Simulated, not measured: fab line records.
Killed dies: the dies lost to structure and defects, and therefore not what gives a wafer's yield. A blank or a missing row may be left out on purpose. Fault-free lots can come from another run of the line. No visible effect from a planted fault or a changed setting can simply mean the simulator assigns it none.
fab line records -- flow n5-finfet
record lots=4, wafers=12, last-day=21
route steps=1938 shown BEOL_M4@1106 BEOL_M5@1112 PASSIVATION@1936
lots untouched by any fault: they come from a run of this same line in which no faults occurred
start-h: the number of hours between the record's first day and the start of the first shown wafer of the lot -- wait-h: hours since the lot's step before -- " identical to the entry in the row above -- L1.1+2: a row that stands for several wafers -- - no value present, or no start provided -- * or withheld: withheld -- < > ~ a bound
route shown NAME@n: a module of which the file shows steps, and the number in the route of the first -- usual: mean and standard deviation over wafers with no fault -- same: alike in all rows -- chamber/n: place in a boat -- sites: each site's reading -- _std_site: standard deviation across them -- _edge_site: inner sites' mean taken away from outer sites' mean -- radius-mm: how far each site lies from the wafer's centre -- mask NAME#n: copy n -- behind: the most recent tool/chamber to have shaped the wafer -- hold: why the lot was held/for how many hours/how that ended -- device: names the non-switching transistor (n, p or np) -- end of line: the route-end tests of the same wafers -- step lacking rows: just its recipe -- killed: dies lost to structure and defects at the first sort, not the wafer's yield -- map: dies across one wafer; x = killed, . = not, _ = none there
set.NAME: the setting as run; set.NAME@STEP: as run at that earlier step -- model.NAME: the simulator's own value behind a step, which no gauge read
lots at selected steps of the route; one table per step, one row per wafer
services: the hour from which a tool's chamber was out of use, counted from the record's first day as start-h (under 0 if before that day), plus the number of hours and why
## steps
# step N5_BEOL_M4_CO_CAP_55
# recipe material=Co, target-thk-a=20, temp-c=200, precursor=CCTBA/H2, pressure-torr=30, time-s=102.1
# step N5_BEOL_M4_PRE_CLEAN_56
# recipe gas=NH3, time-s=15, temp-c=withheld, rf-power-w=300
# step N5_BEOL_M4_DEP_57
# recipe material=SiCN, target-thk-a=80, temp-c=withheld, precursor=3MS/NH3, pressure-torr=3, rf-w=202, time-s=14
# step N5_BEOL_M5_ILD_DEP_00
# recipe material=SiCOH_lowk, target-thk-a=1406.4, temp-c=300, precursor=DEMS/porogen, pressure-torr=5, rf-w=500, time-s=25.9
# step N5_BEOL_M5_CURE_79
# recipe temp-c=385, time-s=240, ambient=He/Ar, material=SiCOH_lowk
# step N5_BEOL_M5_PECVD_70
# recipe material=SiO2, target-thk-a=160, temp-c=400, precursor=TEOS/O2, pressure-torr=5.5, rf-w=450, teos-flow-sccm=53.8, gas=O2, flow-sccm=3000, time-s=18
# step N5_BEOL_M5_HM_DEP_02
# recipe material=TiN, target-thk-a=200, temp-c=25, chamber-pressure-pa=0.49996
# step N5_BEOL_M5_COAT_59
# recipe resist=SOC, temp-c=250, time-s=60, spin-rpm=1500, resist-thk-nm=60
# step N5_BEOL_M5_COAT_60
# recipe resist=SiARC, temp-c=220, time-s=60, spin-rpm=1500, resist-thk-nm=12
# usual spin-speed-rpm=1500.0/1
# same time-s=60
lot.wafer,tool,chamber,start-h,wait-h,spin-speed-rpm,model.SiARC_of_BEOL_M5_COAT_60.thk-nm
L212.1,litho-track-03,0,288.94,-,1344.5,12.6
L212.2,litho-track-03,0,288.94,-,1345.7,12.6
L212.5,litho-track-03,0,288.94,-,1345.6,12.6
L209.1,litho-track-03,0,291.34,-,1346.6,12.6
L209.2,litho-track-03,0,291.34,-,1345.6,12.6
L209.3,litho-track-03,0,291.34,-,1346.3,12.6
L224.1,litho-track-04,0,364.49,-,1499.1,12
L224.5,litho-track-04,0,364.49,-,1498.7,12
L224.6,litho-track-04,0,364.49,-,1500.7,12
L227.1,litho-track-03,0,396.08,-,1500.0,12
L227.2,litho-track-03,0,396.08,-,1500.5,12
L227.3,litho-track-03,0,396.08,-,1500.3,12
# step N5_BEOL_M5_COAT_71
# recipe resist=underlayer, temp-c=205, time-s=60, spin-rpm=1500, resist-thk-nm=5
# step N5_BEOL_M5_COAT_05
# recipe resist=CAR-EUV, spin-rpm=1500, resist-thk-nm=30
# step N5_BEOL_M5_EBR_07
# recipe solvent=PGMEA, ebr-width-mm=1.5
# step N5_BEOL_M5_SOFTBAKE_06
# recipe temp-c=110, time-s=60, resist=CAR-EUV
# step N5_BEOL_M5_EXPOSE_08
# recipe mask-id=M5, na=0.33, source-shape=annular, sigma-inner=0.4, sigma-outer=0.8, polarization=unpolarized, target-cd-nm=28, dose-mj=35.75
# step N5_BEOL_M5_PEB_09
# recipe peb-temp-c=100, peb-time-s=60, resist=CAR-EUV
# step N5_BEOL_M5_DEVELOP_10
# recipe develop-time-s=30, developer=TMAH, resist=CAR-EUV, rinse-liquid=surfactant-rinse, dry=air-spin, dev-temp-c=23
# step N5_BEOL_M5_DESCUM_16
# recipe chemistry=O2, time-s=7, source-power-w=50, bias-power-w=20, pressure-mtorr=20, rf-frequency-hz=2.712e+07, temp-c=40, resist=CAR-EUV, o2-flow-sccm=225
# step N5_BEOL_M5_ETCH_72
# recipe chemistry=N2/H2, target=underlayer, target-depth-a=65, mask-material=CAR-EUV, time-s=5.2, ion-energy-ev=200, pressure-mtorr=30, source-w=840, bias-w=150, n2-flow-sccm=200, h2-flow-sccm=200, ends=cleared
# step N5_BEOL_M5_ETCH_61
# recipe chemistry=CF4, target=SiARC, target-depth-a=156, mask-material=CAR-EUV, time-s=26, ion-energy-ev=80, pressure-mtorr=40, source-w=545, bias-w=36, Ar_flow_sccm=100, cf4-flow-sccm=100, ends=cleared
# usual drypump-motor-current-A=5.6/0.51, etch-rf-on-time-s=26.3/0.92, oes-product-au=0.66/0.074, rf-fwd-power-W=531.5/1.7, rf-vpp-V=184.3/1.4, showerhead-plenum-p-Torr=2.16/0.083, throttle-valve-pct=15.67/0.18
lot.wafer,tool,chamber,start-h,wait-h,drypump-motor-current-A,etch-rf-on-time-s,oes-product-au,rf-fwd-power-W,rf-hours-counter-h,rf-vpp-V,showerhead-plenum-p-Torr,throttle-valve-pct,model.etch.depth-nm
L212.1,rie-diel-02,1,289.50,0.0,6.4,28.7,0.67,533.0,110,185.5,2.24,15.55,12.68
L212.2,rie-diel-02,0,289.50,0.0,4.9,26.5,0.82,531.3,8,184.0,2.26,15.62,12.63
L212.5,rie-diel-02,1,289.50,0.0,6.4,28.7,0.65,530.0,-,187.5,2.24,15.57,12.65
L209.1,rie-diel-02,0,291.90,0.0,4.8,26.7,0.82,531.3,9,185.2,2.26,15.60,12.64
L209.2,rie-diel-02,1,291.90,0.0,6.4,29.2,0.65,531.6,111,186.2,2.24,15.55,12.69
L209.3,rie-diel-02,3,291.90,0.0,5.7,29.1,0.67,531.6,108,183.3,2.07,15.89,12.64
L224.1,rie-diel-05,2,365.06,0.0,6.1,25.9,0.62,531.4,181,185.3,2.23,15.66,12.02
L224.5,rie-diel-05,0,365.06,0.0,5.0,26.9,0.58,531.6,-,183.8,2.04,15.86,12.02
L224.6,rie-diel-05,3,365.06,0.0,5.7,26.3,0.60,531.2,-,182.5,2.03,15.61,12.03
L227.1,rie-diel-02,3,396.51,0.0,5.7,27.4,0.64,531.7,141,181.3,2.06,15.94,12
L227.2,rie-diel-02,1,396.51,0.0,6.4,27.6,0.63,527.9,143,186.2,2.23,15.61,12
L227.3,rie-diel-02,2,396.51,0.0,5.0,26.5,0.76,533.3,21,185.0,2.18,15.31,11.99
# step N5_BEOL_M5_ETCH_62
# recipe chemistry=N2/H2, target=SOC, target-depth-a=750, overetch-a=150, mask-material=SiARC, temp-c=40, time-s=112.5, ion-energy-ev=200, pressure-mtorr=30, source-w=840, bias-w=150, n2-flow-sccm=200, h2-flow-sccm=200
# usual drypump-motor-current-A=5.6/0.51, oes-product-au=0.62/0.063, rf-fwd-power-W=836.3/2.7, rf-vpp-V=525/3.1, showerhead-plenum-p-Torr=2.57/0.1, throttle-valve-pct=17.94/0.28
# same time-s=112.5
lot.wafer,tool,chamber,start-h,wait-h,drypump-motor-current-A,oes-product-au,rf-fwd-power-W,rf-hours-counter-h,rf-vpp-V,showerhead-plenum-p-Torr,throttle-valve-pct,model.SiARC_of_BEOL_M5_COAT_60.thk-nm
L212.1,rie-diel-02,1,289.53,0.0,6.4,0.63,834.2,110,526,2.66,17.64,7.6
L212.2,rie-diel-02,0,289.53,0.0,4.9,0.74,835.6,8,529,2.69,17.92,7.2
L212.5,rie-diel-02,1,289.53,0.0,6.4,0.63,834.8,-,525,2.66,17.65,7.6
L209.1,rie-diel-02,0,291.93,0.0,4.8,0.75,831.9,9,529,2.69,17.93,7.2
L209.2,rie-diel-02,1,291.93,0.0,6.4,0.62,835.0,111,526,2.66,17.66,7.6
L209.3,rie-diel-02,3,291.93,0.0,5.7,0.64,838.5,108,521,2.49,18.50,7.4
L224.1,rie-diel-05,2,365.08,0.0,6.2,0.58,836.1,182,527,2.66,18.09,6.8
L224.5,rie-diel-05,0,365.08,0.0,5.0,0.54,834.7,-,519,2.40,17.98,6.8
L224.6,rie-diel-05,3,365.08,0.0,5.8,0.56,833.9,-,520,2.42,17.84,6.8
L227.1,rie-diel-02,3,396.54,0.0,5.7,0.61,831.9,141,520,2.47,18.54,6.8
L227.2,rie-diel-02,1,396.54,0.0,6.4,0.60,833.1,143,527,2.65,17.71,7
L227.3,rie-diel-02,2,396.54,0.0,5.0,0.70,833.3,21,526,2.60,17.58,7
# step N5_BEOL_M5_STRIP_63
# recipe chemistry=N2/H2, temp-c=40, n2-flow-sccm=200, h2-flow-sccm=200, rf-frequency-hz=6e+07
# step N5_PASSIVATION_PROBE_49
# usual defect-limited-yield=90.9/1.6, killed_at_M0_to_M3=37/11, killed_at_M4_up=15/5.6, killed-at-contacts=13/6.4, killed-at-front-end=39/11, killed-at-other=4/3.1, killed-dies=107/19, killed-open=71/14, killed-short=34/7.8, sort_bin_5_function=5.3/1, sort_bin_6_memory=3.4/0.72, sort-n-pass=1072/20, sort-yield-pct=90.9/1.7
# same gross-dies=1180, killed-at-back-side=0, sort_bin_4_leakage[%]=0, sort_bin_8_speed[%]=0
lot.wafer,tool,chamber,start-h,wait-h,defect-limited-yield[%],killed_at_M0_to_M3,killed_at_M4_up,killed-at-contacts,killed-at-front-end,killed-at-other,killed-dies,killed-open,killed-short,sort_bin_5_function[%],sort_bin_6_memory[%],sort-n-pass,sort-yield-pct[%]
L212.1,prober-01,-,406.22,0.0,90.1,38,8,12,56,3,117,85,30,6.3,3.5,1063,90.1
L212.2,prober-01,-,406.27,0.1,91.1,36,8,11,46,4,105,63,41,5.5,3.0,1075,91.1
L212.5,prober-01,-,406.42,0.2,88.7,47,14,9,49,14,133,95,36,6.4,4.4,1047,88.7
L227.1,prober-02,-,506.77,0.5,91.4,41,4,10,45,2,102,65,36,4.7,3.6,1078,91.4
L227.2,prober-02,-,506.82,0.5,88.4,66,19,5,45,2,137,79,56,6.5,4.6,1043,88.4
L227.3,prober-02,-,506.87,0.6,89.7,57,10,9,44,2,122,80,37,5.3,4.4,1058,89.7
# killed by level:class
L212.1 STI_FIN_REVEAL:geometric-particle:open=17 FIN_SAQP:geometric-particle:open=11 BEOL_M1:geometric-particle:open=10 BEOL_M3:geometric-particle:open=9 MOL_CONTACT_COAG:geometric-particle:open=8 BEOL_M2:geometric-particle:open=6 FIN_SAQP:geometric-particle:short=5 GATE_CUT:geometric-particle:short=5
L212.2 FIN_SAQP:geometric-particle:open=14 BEOL_M3:geometric-particle:open=9 MOL_CONTACT_COAG:geometric-particle:open=8 GATE_CUT:geometric-particle:short=6 BEOL_M0_SAQP:geometric-particle:open=6 STARTING-WAFER:geometric-particle:short=6 BEOL_M1:geometric-particle:open=5 BEOL_M4:geometric-particle:open=5
L212.5 STI_FIN_REVEAL:geometric-particle:open=16 FIN_SAQP:geometric-particle:open=15 BEOL_M3:geometric-particle:open=14 BEOL_M0_SAQP:geometric-particle:open=9 MOL_CONTACT_COAG:geometric-particle:open=8 BEOL_M0_SAQP:geometric-particle:short=6 BEOL_M0:geometric-particle:open=6 BEOL_M4:geometric-particle:open=6
L227.1 FIN_SAQP:geometric-particle:open=20 FIN_SAQP:geometric-particle:short=10 BEOL_M0_SAQP:geometric-particle:open=9 MOL_CONTACT_COAG:geometric-particle:open=8 BEOL_M0_SAQP:geometric-particle:short=7 BEOL_M2:geometric-particle:short=7 BEOL_M2:geometric-particle:open=6 BEOL_M1:geometric-particle:open=5
L227.2 BEOL_M0_SAQP:geometric-particle:short=24 FIN_SAQP:geometric-particle:open=18 BEOL_M0_SAQP:geometric-particle:open=15 FIN_SAQP:geometric-particle:short=13 BEOL_M1:geometric-particle:open=8 BEOL_M3:geometric-particle:open=8 BEOL_M4:geometric-particle:open=5 BEOL_M0:geometric-particle:open=5
L227.3 BEOL_M0_SAQP:geometric-particle:open=16 BEOL_M2:geometric-particle:open=14 BEOL_M0_SAQP:geometric-particle:short=12 FIN_SAQP:geometric-particle:open=10 STI_FIN_REVEAL:geometric-particle:open=9 FIN_SAQP:geometric-particle:short=8 MOL_CONTACT_COAG:geometric-particle:open=7 STARTING-WAFER:geometric-particle:short=7
## services
tool,chamber,start-h,hours,kind
rie-diel-05,0,278.72,5.3,repair
rie-diel-02,2,317.30,-,clean
rie-diel-02,2,317.30,-,consumable-replace:focus-ring
rie-diel-02,2,317.30,12.3,scheduled-down
rie-diel-02,2,317.30,12.3,vent-cycle
rie-diel-05,0,344.40,2.8,repair
rie-diel-05,1,347.18,-,clean
rie-diel-05,1,347.18,-,consumable-replace:esc
rie-diel-05,1,347.18,-,consumable-replace:focus-ring
rie-diel-05,1,347.18,37.7,scheduled-down
rie-diel-05,1,347.18,37.7,vent-cycle
rie-diel-02,1,367.74,5.0,repair
## key
first-sign step=N5_BEOL_M5_COAT_60, reading=spin-speed-rpm, direction=down, sigmas=99+, usual=*, struck=*
effect none on later readings
model-effect step=N5_BEOL_M5_COAT_60, value=SiARC_of_BEOL_M5_COAT_60.thk-nm, without=12, struck=12.6
model-effect step=N5_BEOL_M5_ETCH_61, value=etch.depth-nm, without=11.99, struck=12.66
model-effect step=N5_BEOL_M5_ETCH_62, value=SiARC_of_BEOL_M5_COAT_60.thk-nm, without=6.8, struck=7.433
met-at N5_BEOL_M5_COAT_60
struck-wafers L209.1,L209.2,L209.3,L212.1,L212.2,L212.5
fault kind=process-parameter-drift, tool=litho-track-03, chamber=-, onset-h=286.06, steps=N5_BEOL_M5_COAT_60, channel=spin-rpm, offset=*, shape=step, end-h=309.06, acts-in=*, stated=*
